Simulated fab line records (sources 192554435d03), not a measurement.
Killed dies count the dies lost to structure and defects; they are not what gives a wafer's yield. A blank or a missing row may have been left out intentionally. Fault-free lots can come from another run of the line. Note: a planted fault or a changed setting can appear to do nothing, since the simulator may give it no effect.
What tool caused it? -- flow n5Finfet -- Sampling: 10 lots, 30 wafers, 2 of 1938 route steps

WHAT THE GAUGES SHOWED, per wafer
N5_BEOL_M13_RS_MEAS_54: measurement is done with a four-point probe.
lot,measured,on,M13_RS (ohm/sq)
L112,day 10 20:36,filmMetro-01,0.0451 0.0451 0.0450
L111,day 11 01:29,filmMetro-01,0.0434 0.0450 0.0449
L115,day 12 03:44,filmMetro-01,0.0440 0.0456 0.0458
L114,day 12 15:44,filmMetro-01,0.0446 0.0450 0.0450
L120,day 13 07:26,filmMetro-01,0.0452 0.0449 0.0448
L123,day 14 05:31,filmMetro-02,0.0449 0.0443 0.0444
L125,day 14 23:26,filmMetro-02,0.0434 0.0440 0.0446
L126,day 15 06:28,filmMetro-02,0.0459 0.0442 0.0447
L130,day 16 01:22,filmMetro-01,0.0448 0.0445 0.0441
L132,day 16 18:48,filmMetro-01,0.0445 0.0453 0.0456

TOOL THAT RAN EACH LOT (tool first, then ch and the chambers of the sampled wafers, then the start)
lot,N5_BEOL_M13_CMP_49
L112,"cmp-02 ch 0,2,3, day 10 20:11"
L111,"cmp-02 ch 2,3, day 11 01:04"
L115,"cmp-03 ch 0,2, day 12 03:19"
L114,"cmp-03 ch 0,1,2, day 12 15:20"
L120,"cmp-04 ch 0,1,2, day 13 07:01"
L123,"cmp-02 ch 2,3, day 14 05:08"
L125,"cmp-02 ch 1,2, day 14 23:01"
L126,"cmp-02 ch 0,2,3, day 15 06:05"
L130,"cmp-04 ch 2,3, day 16 00:56"
L132,"cmp-04 ch 0,2,3, day 16 18:28"
- N5_BEOL_M13_CMP_49: polishes, stops on SiOC, t overpolish 17.1 s, target thk 420 nm.

WHAT THE TOOLS THEMSELVES READ (means of the sampled wafers that have a number; where no wafer has one, the mark that the record gives instead)
N5_BEOL_M13_CMP_49.
lot,tool,barrierFieldEndpointS (s),motorCurrentA (A),overpolishRunS (s)
L112,cmp-02,30.2,5.9,17.092
L111,cmp-02,29.4,5.7,17.093
L115,cmp-03,30.0,5.5,17.107
L114,cmp-03,31.6,5.4,17.100
L120,cmp-04,30.1,5.8,17.101
L123,cmp-02,29.9,5.6,17.102
L125,cmp-02,30.5,6.2,17.106
L126,cmp-02,30.8,5.9,17.104
L130,cmp-04,30.2,6.6,17.102
L132,cmp-04,30.5,6.2,17.106

THE ANSWER, worked out from the rows above alone
Rule: the usual values come from the lots themselves. Put in order of their means at a reading, lots are off if they are a third of the lots or fewer, leave a main group of 4 or more, and stand apart from it by a gap of 3 or more times the standard deviation of the main group's means; of several such gaps the widest counts. A main group is skipped when, at the precision printed for the reading in the tables above, its means are all equal. A lot without any number at a reading at which 4 lots or more have one is off too. The other lots that the step has rows for count as sound. First the gauges in route order, then the tools' own readings, where a lot's mean is used as printed above. At the first step where some lot is off, the reading lying furthest off is the one used; lots without a number count as furthest.
Across all readings shown, no lot is off: no conclusion can be drawn from this.

WHAT HAD BEEN PUT IN BY THE SIMULATOR
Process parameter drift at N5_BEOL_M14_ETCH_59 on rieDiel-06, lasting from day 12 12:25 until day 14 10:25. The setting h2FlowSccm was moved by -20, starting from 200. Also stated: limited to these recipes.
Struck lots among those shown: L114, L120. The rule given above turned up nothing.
